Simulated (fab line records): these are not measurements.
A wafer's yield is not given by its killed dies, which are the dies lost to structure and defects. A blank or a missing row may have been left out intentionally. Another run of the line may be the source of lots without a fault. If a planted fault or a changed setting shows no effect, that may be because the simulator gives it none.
A lot that was struck, set against a sound lot    flow n5 finfet    15 out of 1938 route steps
Sound: the wafers L809.1, L809.3, L809.6. Wafers struck: L812.3, L812.4, L812.5. The cause is given at the end.
Order at every step that has rows: each side's tool, ch and its chambers, its first start. Under that, the readings that differ: sound wafers    struck wafers    difference of the means    sigmas: that difference in standard deviations of wafers without a fault.
alike: same words and numbers on both sides, and readings whose means sit less than 2 such deviations apart. not compared: any withheld reading, any reading some wafer has no value for, any bound like >300 that may hide the same value, and any number with overlapping values for which the record gives no deviation.
A row with sigmas, a row that says differs or no value, or rows on one side alone: a step with any of these is where the two part. Numbers that don't overlap but have no deviation are shown without sigmas and don't part them. A reading missing from all wafers of one side parts the sides only when that side holds two or more wafers.

first, 1 step without rows for these wafers: N5_HKMG_FIN_ETCHBACK_68 (etches the open film in Cl2/Ar, stops on HfO2, target depth 0.5 nm).
N5_HKMG_FIN_STRIP_69: strips in N2/H2, time 360 s.
  sound on plasma asher-02 ch 0,1, day 5 07:06; struck on plasma asher-02 ch 0,1, day 5 23:07
  alike: drypump motor current A, heater power w, n2 flow sccm
  not compared: rf hours counter h
N5_HKMG_FIN_ALD_21: deposits TiN, target thk 1.5 nm, pulse time 1 s, purge time 3 s.
  sound on ald metal-02 ch 1,2, day 5 07:29; struck on ald metal-02 ch 1,2, day 5 23:23
  alike: heater power w, precursor pulse height rel
then, 1 step without rows for these wafers: N5_HKMG_FIN_ALD_72 (deposits W, target thk 2 nm, pulse time 1 s, purge time 2 s).
N5_HKMG_FIN_W_FILL_22: material W, target thk 60 nm, time 18.2 s.
  sound on cvd w-01 ch 0,1, day 5 07:54; struck on cvd w-02 ch 0,1, day 5 23:49
  alike: heater power w, throttle valve pct
then, 3 steps without rows for these wafers: N5_HKMG_FIN_PRECLEAN_83 (cleans in DIW, time 57.5 s); N5_HKMG_FIN_SRD_84 (dry time 32 s); N5_HKMG_FIN_CMP_23 (polishes, stops on SiNx, t overpolish 10 s, target thk 46.326 nm).
N5_HKMG_FIN_CMP_94: polishes, stops on SiNx, t overpolish 4.7 s, target thk 43.299 nm.
  sound on cmp-01 ch 0,1,2, day 5 08:29; struck on cmp-03 ch 0,3, day 6 00:26
  alike: motor current A
N5_HKMG_FIN_INSPECT_28: inspects for defects (darkfield).
  sound on defect inspect-01, day 5 08:43; struck on defect inspect-02, day 6 00:40
  alike: raw defect count
then, 1 step without rows for these wafers: N5_GATE_CUT_ETCHBACK_00 (etches W in SF6/Cl2).
N5_GATE_CUT_ETCH_56: etches TiN in Cl2/Ar, target depth 21.6 nm.
  sound on rie metal-03 ch 0,1, day 5 08:53; struck on rie metal-03 ch 0,1, day 6 00:51
  no value came back on the struck wafers for any of 5 readings (bias w (W), chamber pressure mTorr (mTorr) and others); on the sound wafers bias w (W) reads 59.83 59.91 59.89
  not compared: rf hours counter h
N5_GATE_CUT_ETCHBACK_30: etches TiN in Cl2/Ar, target depth 3 nm.
  sound on rie metal-03 ch 0,1, day 5 08:58; struck on rie metal-03 ch 0,1, day 6 00:55
  alike: bias w, drypump motor current A, oes product au, throttle valve pct
  not compared: rf hours counter h
N5_BEOL_M4_RC_MEAS_101:
  the record has rows for the sound wafers here (prober-01 ch 0, day 9 12:28) and none for the struck ones
-- here the record skips 9 days between the struck wafers' starts before and after, leaving off in module BEOL_M4 and picking up in module PASSIVATION (first step shown: number 1936 of the route) --
N5_PASSIVATION_PROBE_49:
  sound on prober-02, day 14 03:15; struck on prober-02, day 14 20:52
reading                   sound           struck          difference  sigmas
defect limited yield (%)  92.7 90.6 93.5  0 0 0           -92         -66
killed at front end       29 28 28        1111 1107 1125  +1086       +99
killed dies               86 111 77       1180 1180 1180  +1089       +64
killed on rim             11 17 10        152 152 152     +139        +34
sort_bin_5_function (%)   4.2 5.3 3.8     96.0 95.4 95.6  +91.2       +99 or more
sort n pass               1093 1069 1103  0 0 0           -1088       -64
sort yield pct (%)        92.6 90.6 93.5  0 0 0           -92         -66
  alike: killed_at_M0_to_M3, killed_at_M4_up, killed at contacts, killed at other, killed open, killed short, sort_bin_4_leakage, sort_bin_6_memory

== WHERE THEY PART ==
Earliest at N5_GATE_CUT_ETCH_56; latest, in this record, at N5_PASSIVATION_PROBE_49.

WHY: what had been put in by the simulator
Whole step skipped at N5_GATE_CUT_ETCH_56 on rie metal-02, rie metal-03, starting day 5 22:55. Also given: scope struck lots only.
